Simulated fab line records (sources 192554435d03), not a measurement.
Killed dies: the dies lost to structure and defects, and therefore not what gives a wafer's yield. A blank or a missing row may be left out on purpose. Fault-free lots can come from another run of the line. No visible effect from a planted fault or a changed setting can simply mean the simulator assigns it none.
Which tool did it? -- flow n5_finfet -- 23 lots with 69 wafers sampled at 6 steps, on a route of 1938 steps

## WHAT EACH GAUGE READ, for each wafer
The record holds no reading of a measuring or inspecting step that can be judged against a usual standard deviation.

## TOOL THAT RAN EACH LOT (tool first, then ch and the chambers of the sampled wafers, then the start)
lot,N5_SD_EPI_N_DESCUM_14,N5_SD_EPI_N_STRIP_38,N5_SD_EPI_P_ETCH_37,N5_ILD0_CMP_07,N5_DUMMY_REMOVAL_HM_STRIP_01,N5_HKMG_FIN_ALD_74
L074,"rie_diel-01 ch 0,1,3, day 3 01:35","plasma_asher-02 ch 0,1, day 3 02:22","rie_diel-06 ch 0,3, day 3 05:59","cmp-03 ch 0,1,3, day 3 13:25","rie_diel-04 ch 1,2, day 3 21:40","ald_hk-01 ch 1,2,3, day 3 22:41"
L075,"rie_diel-05 ch 0,1, day 3 06:37","plasma_asher-02 ch 0,1, day 3 07:27","rie_diel-02 ch 0,2,3, day 3 13:05","cmp-03 ch 0,1, day 3 20:40","rie_diel-06 ch 1,3, day 4 05:54","ald_hk-03 ch 1,2,3, day 4 06:53"
L076,"rie_diel-05 ch 0,3, day 3 13:16","plasma_asher-02 ch 1, day 3 14:10","rie_diel-04 ch 1,2, day 3 18:17","cmp-02 ch 0,1,2, day 4 03:53","rie_diel-04 ch 0,1,3, day 4 11:44","ald_hk-03 ch 0,1,2, day 4 12:44"
L077,"rie_diel-03 ch 0,3, day 3 20:02","plasma_asher-02 ch 0,1, day 3 20:49","rie_diel-02 ch 1,2,3, day 4 00:28","cmp-03 ch 2,3, day 4 07:44","rie_diel-04 ch 1,2, day 4 16:02","ald_hk-03 ch 1,3, day 4 16:59"
L078,"rie_diel-01 ch 1,2,3, day 4 02:08","plasma_asher-02 ch 0,1, day 4 02:55","rie_diel-02 ch 0,2,3, day 4 07:34","cmp-04 ch 1,2, day 4 15:35","rie_diel-06 ch 1,2, day 4 23:38","ald_hk-02 ch 0,1,3, day 5 00:41"
L079,"rie_diel-01 ch 0,1,3, day 4 07:15","plasma_asher-01 ch 0,1, day 4 08:02","rie_diel-06 ch 0,1,2, day 4 14:50","cmp-02 ch 0,1,3, day 4 22:14","rie_diel-06 ch 0,1,3, day 5 06:53","ald_hk-01 ch 1,2,3, day 5 07:53"
L080,"rie_diel-05 ch 1,2,3, day 4 14:09","plasma_asher-02 ch 0,1, day 4 14:56","rie_diel-04 ch 1,2,3, day 4 19:26","cmp-03 ch 0,2,3, day 5 03:50","rie_diel-06 ch 1,2,3, day 5 12:06","ald_hk-03 ch 1,2,3, day 5 13:04"
L081,"rie_diel-03 ch 0,2,3, day 4 17:17","plasma_asher-01 ch 0,1, day 4 18:04","rie_diel-02 ch 0,2,3, day 4 22:35","cmp-03 ch 1,2,3, day 5 06:28","rie_diel-04 ch 1,3, day 5 14:49","ald_hk-02 ch 1,2,3, day 5 16:03"
L082,"rie_diel-05 ch 0,1,3, day 5 02:34","plasma_asher-02 ch 0,1, day 5 03:21","rie_diel-04 ch 1,2,3, day 5 07:45","cmp-04 ch 0,3, day 5 16:12","rie_diel-02 ch 0,1,2, day 6 00:22","ald_hk-02 ch 1,3, day 6 01:28"
L083,"rie_diel-03 ch 0,3, day 5 09:02","plasma_asher-01 ch 0,1, day 5 09:49","rie_diel-06 ch 0,1,3, day 5 14:20","cmp-03 ch 0,2, day 5 22:55","rie_diel-04 ch 0,2,3, day 6 06:54","ald_hk-01 ch 0,2, day 6 07:51"
L084,"rie_diel-01 ch 1,2, day 5 14:58","plasma_asher-02 ch 0,1, day 5 15:45","rie_diel-06 ch 0,2,3, day 5 20:07","cmp-02 ch 0,2,3, day 6 04:31","rie_diel-04 ch 1,2,3, day 6 12:29","ald_hk-03 ch 0,3, day 6 13:27"
L085,"rie_diel-01 ch 1,2,3, day 5 22:07","plasma_asher-01 ch 0, day 5 22:54","rie_diel-02 ch 1,2, day 6 02:32","cmp-04 ch 0,3, day 6 10:28","rie_diel-04 ch 0,1,2, day 6 18:31","ald_hk-01 ch 0,2,3, day 6 19:41"
L086,"rie_diel-03 ch 0,3, day 6 04:21","plasma_asher-01 ch 0,1, day 6 05:08","rie_diel-04 ch 1,2,3, day 6 09:05","cmp-04 ch 0,1, day 6 16:19","rie_diel-04 ch 0,1,2, day 7 01:14","ald_hk-03 ch 1,3, day 7 02:19"
L087,"rie_diel-03 ch 0,1,2, day 6 07:14","plasma_asher-02 ch 0,1, day 6 08:02","rie_diel-02 ch 2,3, day 6 12:01","cmp-04 ch 1,2, day 6 20:00","rie_diel-06 ch 0,2,3, day 7 04:03","ald_hk-02 ch 0,2, day 7 05:04"
L088,"rie_diel-01 ch 0,3, day 6 11:17","plasma_asher-02 ch 0,1, day 6 12:04","rie_diel-04 ch 0,2,3, day 6 15:57","cmp-04 ch 0,1,2, day 6 23:11","rie_diel-06 ch 0,1,2, day 7 07:17","ald_hk-02 ch 0,1,3, day 7 08:15"
L089,"rie_diel-03 ch 0,1,3, day 6 17:08","plasma_asher-02 ch 0,1, day 6 17:57","rie_diel-02 ch 0,2,3, day 6 22:59","cmp-04 ch 0,1,3, day 7 06:14","rie_diel-06 ch 0,2,3, day 7 14:43","ald_hk-01 ch 0,1,3, day 7 15:40"
L090,"rie_diel-03 ch 2,3, day 6 23:02","plasma_asher-02 ch 0,1, day 6 23:49","rie_diel-06 ch 0,1, day 7 04:45","cmp-03 ch 0,1, day 7 11:52","rie_diel-04 ch 1,2,3, day 7 20:16","ald_hk-01 ch 0,2,3, day 7 21:14"
L091,"rie_diel-05 ch 0,2,3, day 7 05:41","plasma_asher-02 ch 0,1, day 7 06:28","rie_diel-04 ch 1,2,3, day 7 10:58","cmp-03 ch 0,2,3, day 7 18:26","rie_diel-02 ch 0,1,3, day 8 02:31","ald_hk-02 ch 0,2,3, day 8 03:41"
L092,"rie_diel-03 ch 1,2, day 7 13:23","plasma_asher-01 ch 0,1, day 7 14:13","rie_diel-04 ch 0,2,3, day 7 18:02","cmp-04 ch 0,3, day 8 01:34","rie_diel-02 ch 1,2,3, day 8 09:50","ald_hk-01 ch 0,3, day 8 10:50"
L093,"rie_diel-01 ch 0,3, day 7 20:10","plasma_asher-01 ch 0,1, day 7 20:57","rie_diel-04 ch 0,1,3, day 8 00:34","cmp-04 ch 0,1,2, day 8 07:43","rie_diel-04 ch 0,2,3, day 8 15:35","ald_hk-01 ch 1,2,3, day 8 16:34"
L094,"rie_diel-03 ch 1,3, day 8 01:37","plasma_asher-01 ch 0,1, day 8 02:47","rie_diel-04 ch 0,3, day 8 06:23","cmp-03 ch 2,3, day 8 13:43","rie_diel-04 ch 1,3, day 8 23:01","ald_hk-03 ch 1,2, day 8 23:58"
L095,"rie_diel-05 ch 0,1,3, day 8 05:46","plasma_asher-02 ch 0,1, day 8 06:33","rie_diel-04 ch 0,1,2, day 8 10:17","cmp-04 ch 0,1,3, day 8 18:27","rie_diel-04 ch 0,1,3, day 9 02:26","ald_hk-03 ch 0,1,2, day 9 03:28"
L096,"rie_diel-05 ch 0,1,2, day 8 17:37","plasma_asher-01 ch 0,1, day 8 18:24","rie_diel-02 ch 0,3, day 8 23:35","cmp-03 ch 0,2,3, day 9 06:52","rie_diel-02 ch 1,2,3, day 9 14:52","ald_hk-01 ch 1,2,3, day 9 15:50"
- N5_SD_EPI_N_DESCUM_14: chemistry O2, time 7.9 s.
- N5_SD_EPI_N_STRIP_38: strips in N2/H2.
- N5_SD_EPI_P_ETCH_37: etches SOC in N2/H2, overetch 108 nm, time 486 s.
- N5_ILD0_CMP_07: polishes SiO2 flowable, stops on poly-Si, t overpolish 1.18 s, target thk 138.88 nm.
- N5_DUMMY_REMOVAL_HM_STRIP_01: strips SiNx in CH3F/O2, stops on poly-Si, target depth 4 nm, time 6.8 s.
- N5_HKMG_FIN_ALD_74: deposits La2O3, target thk 0.5 nm, pulse time 6 s, co reactant pulse time 1 s.

## WHAT THE TOOLS THEMSELVES READ (means of the sampled wafers that have a number; where no wafer has one, the mark that the record gives instead)
N5_SD_EPI_N_DESCUM_14.
lot,tool,drypump_motor_current_A (A),o2_flow_sccm (sccm),oes_product_au (a.u.),rf_vpp_V (V),showerhead_plenum_p_Torr (Torr),throttle_valve_pct (%)
L074,rie_diel-01,6.0,225.4,0.79,242.4,2.04,20.63
L075,rie_diel-05,5.5,225.1,0.78,241.8,1.99,20.71
L076,rie_diel-05,5.5,225.3,0.79,243.0,2.03,20.68
L077,rie_diel-03,5.9,224.8,0.71,242.2,2.02,20.25
L078,rie_diel-01,5.8,225.5,0.78,241.7,2.03,20.59
L079,rie_diel-01,6.0,225.0,0.76,242.9,2.03,20.67
L080,rie_diel-05,5.6,224.8,0.77,244.2,2.15,20.53
L081,rie_diel-03,5.9,224.6,0.71,242.1,2.03,20.43
L082,rie_diel-05,5.5,225.3,0.73,241.6,2.05,20.68
L083,rie_diel-03,5.9,224.7,0.70,241.9,2.01,20.26
L084,rie_diel-01,5.4,224.4,0.76,242.9,2.05,20.39
L085,rie_diel-01,5.8,224.7,0.84,243.8,2.12,20.47
L086,rie_diel-03,6.2,225.3,0.71,242.6,2.05,20.30
L087,rie_diel-03,5.6,225.5,0.76,242.9,2.06,20.48
L088,rie_diel-01,5.9,225.0,0.94,243.1,2.11,20.37
L089,rie_diel-03,5.8,225.2,0.77,243.8,2.09,20.33
L090,rie_diel-03,6.2,224.5,0.71,242.4,2.07,20.48
L091,rie_diel-05,5.5,224.3,0.79,244.1,2.11,20.60
L092,rie_diel-03,5.6,225.2,0.76,242.3,2.07,20.66
L093,rie_diel-01,6.2,224.6,0.91,243.6,2.17,20.54
L094,rie_diel-03,5.8,224.9,0.83,244.6,2.17,20.38
L095,rie_diel-05,5.5,225.4,0.80,242.6,2.05,20.55
L096,rie_diel-05,5.6,224.3,0.85,242.8,2.07,20.48

N5_SD_EPI_N_STRIP_38.
lot,tool,drypump_motor_current_A (A),heater_power_w (W),oes_product_au (a.u.)
L074,plasma_asher-02,6.05,302,0.754
L075,plasma_asher-02,6.01,309,0.766
L076,plasma_asher-02,6.15,336,0.758
L077,plasma_asher-02,6.04,306,0.766
L078,plasma_asher-02,6.11,320,0.765
L079,plasma_asher-01,6.16,311,0.762
L080,plasma_asher-02,6.03,307,0.761
L081,plasma_asher-01,6.06,337,0.771
L082,plasma_asher-02,6.10,321,0.756
L083,plasma_asher-01,5.99,330,0.759
L084,plasma_asher-02,6.09,322,0.767
L085,plasma_asher-01,6.25,289,0.765
L086,plasma_asher-01,6.03,335,0.757
L087,plasma_asher-02,6.03,304,0.754
L088,plasma_asher-02,6.05,302,0.756
L089,plasma_asher-02,6.04,306,0.755
L090,plasma_asher-02,6.09,324,0.766
L091,plasma_asher-02,6.09,322,0.761
L092,plasma_asher-01,6.06,335,0.756
L093,plasma_asher-01,6.03,335,0.748
L094,plasma_asher-01,6.02,335,0.775
L095,plasma_asher-02,6.07,303,0.758
L096,plasma_asher-01,6.05,339,0.754

N5_SD_EPI_P_ETCH_37.
lot,tool,drypump_motor_current_A (A),oes_product_au (a.u.),rf_vpp_V (V),showerhead_plenum_p_Torr (Torr),throttle_valve_pct (%)
L074,rie_diel-06,6.0,0.65,241.3,2.59,24.12
L075,rie_diel-02,6.2,0.79,240.6,2.52,23.96
L076,rie_diel-04,5.1,0.79,240.9,2.53,23.58
L077,rie_diel-02,6.6,0.74,240.8,2.55,23.89
L078,rie_diel-02,6.2,0.78,241.2,2.52,23.97
L079,rie_diel-06,6.1,0.67,240.0,2.57,24.12
L080,rie_diel-04,5.3,0.74,239.9,2.48,23.64
L081,rie_diel-02,6.3,0.78,239.9,2.52,23.98
L082,rie_diel-04,5.3,0.73,240.1,2.48,23.64
L083,rie_diel-06,5.8,0.65,241.3,2.60,24.11
L084,rie_diel-06,5.7,0.67,240.2,2.53,23.99
L085,rie_diel-02,6.5,0.70,240.9,2.60,23.61
L086,rie_diel-04,5.3,0.72,240.5,2.48,23.65
L087,rie_diel-02,6.7,0.74,239.4,2.48,24.23
L088,rie_diel-04,5.6,0.74,239.9,2.45,23.62
L089,rie_diel-02,6.2,0.76,240.0,2.51,23.98
L090,rie_diel-06,6.2,0.71,241.4,2.63,24.09
L091,rie_diel-04,5.3,0.71,239.4,2.48,23.66
L092,rie_diel-04,5.6,0.73,238.9,2.44,23.62
L093,rie_diel-04,5.6,0.77,240.6,2.50,23.77
L094,rie_diel-04,5.9,0.79,239.7,2.46,23.74
L095,rie_diel-04,5.4,0.75,240.1,2.48,23.60
L096,rie_diel-02,5.9,0.76,241.3,2.54,24.00

N5_ILD0_CMP_07.
lot,tool,motor_current_A (A)
L074,cmp-03,11.1
L075,cmp-03,11.0
L076,cmp-02,13.5
L077,cmp-03,12.5
L078,cmp-04,12.8
L079,cmp-02,12.8
L080,cmp-03,12.3
L081,cmp-03,12.4
L082,cmp-04,12.4
L083,cmp-03,12.0
L084,cmp-02,13.3
L085,cmp-04,11.8
L086,cmp-04,13.1
L087,cmp-04,13.0
L088,cmp-04,13.1
L089,cmp-04,12.5
L090,cmp-03,11.1
L091,cmp-03,11.6
L092,cmp-04,11.9
L093,cmp-04,13.1
L094,cmp-03,12.0
L095,cmp-04,12.5
L096,cmp-03,11.9

N5_DUMMY_REMOVAL_HM_STRIP_01.
lot,tool,drypump_motor_current_A (A),oes_product_au (a.u.),rf_vpp_V (V),showerhead_plenum_p_Torr (Torr),throttle_valve_pct (%)
L074,rie_diel-04,5.2,0.65,126.6,1.95,16.30
L075,rie_diel-06,5.6,0.61,128.1,2.05,16.51
L076,rie_diel-04,5.5,0.74,126.9,1.98,16.24
L077,rie_diel-04,5.2,0.65,127.1,1.95,16.31
L078,rie_diel-06,5.8,0.63,128.2,1.97,16.41
L079,rie_diel-06,5.8,0.60,127.3,2.05,16.52
L080,rie_diel-06,5.5,0.62,126.9,2.00,16.45
L081,rie_diel-04,5.4,0.68,128.0,1.97,16.33
L082,rie_diel-02,6.1,0.68,127.7,2.02,16.03
L083,rie_diel-04,5.6,0.67,126.8,1.94,16.32
L084,rie_diel-04,5.3,0.65,127.1,1.95,16.33
L085,rie_diel-04,5.4,0.69,128.1,1.97,16.26
L086,rie_diel-04,5.4,0.69,126.8,1.97,16.27
L087,rie_diel-06,5.7,0.67,127.2,1.99,16.29
L088,rie_diel-06,6.1,0.65,127.4,2.00,16.36
L089,rie_diel-06,5.7,0.67,127.8,1.99,16.30
L090,rie_diel-04,5.3,0.64,127.2,1.95,16.37
L091,rie_diel-02,6.2,0.66,127.1,2.01,16.22
L092,rie_diel-02,6.6,0.64,128.1,1.99,16.28
L093,rie_diel-04,5.6,0.65,126.5,1.93,16.34
L094,rie_diel-04,5.3,0.67,127.2,1.99,16.33
L095,rie_diel-04,5.6,0.69,127.8,1.97,16.30
L096,rie_diel-02,6.6,0.64,127.5,1.99,16.29

N5_HKMG_FIN_ALD_74.
lot,tool,heater_power_w (W),precursor_pulse_height_rel
L074,ald_hk-01,341,0.994
L075,ald_hk-03,373,0.995
L076,ald_hk-03,354,0.995
L077,ald_hk-03,366,0.997
L078,ald_hk-02,356,0.982
L079,ald_hk-01,343,1.004
L080,ald_hk-03,369,0.995
L081,ald_hk-02,366,1.005
L082,ald_hk-02,350,1.007
L083,ald_hk-01,341,0.998
L084,ald_hk-03,368,0.983
L085,ald_hk-01,347,1.011
L086,ald_hk-03,384,0.996
L087,ald_hk-02,350,1.007
L088,ald_hk-02,359,0.989
L089,ald_hk-01,362,0.997
L090,ald_hk-01,348,1.002
L091,ald_hk-02,342,1.000
L092,ald_hk-01,354,1.018
L093,ald_hk-01,346,1.013
L094,ald_hk-03,361,0.986
L095,ald_hk-03,352,0.997
L096,ald_hk-01,344,0.996

## THE ANSWER, worked out from the rows above alone
Rule: usual is defined by the lots themselves. The widest of any qualifying gaps counts: lots, ordered by their means at a reading, are off when they make up no more than a third of the lots, leave a main group of 4 or more, and stand apart from it by 3 or more times the standard deviation of that group's means. A main group is skipped when, at the precision printed for the reading in the tables above, its means are all equal. A lot without any number at a reading at which 4 lots or more have one is off too. Where the step has rows for the other lots, those lots are counted as sound. After the gauges, taken in route order, come the tools' own readings; for these a lot's mean is taken, as printed above. The first step at which some lot is off is used, and at that step the reading that is off furthest; a lot without a number counts as furthest.
None of the lots is off at any reading shown; this tells nothing.

## WHAT THE SIMULATOR HAD INSERTED
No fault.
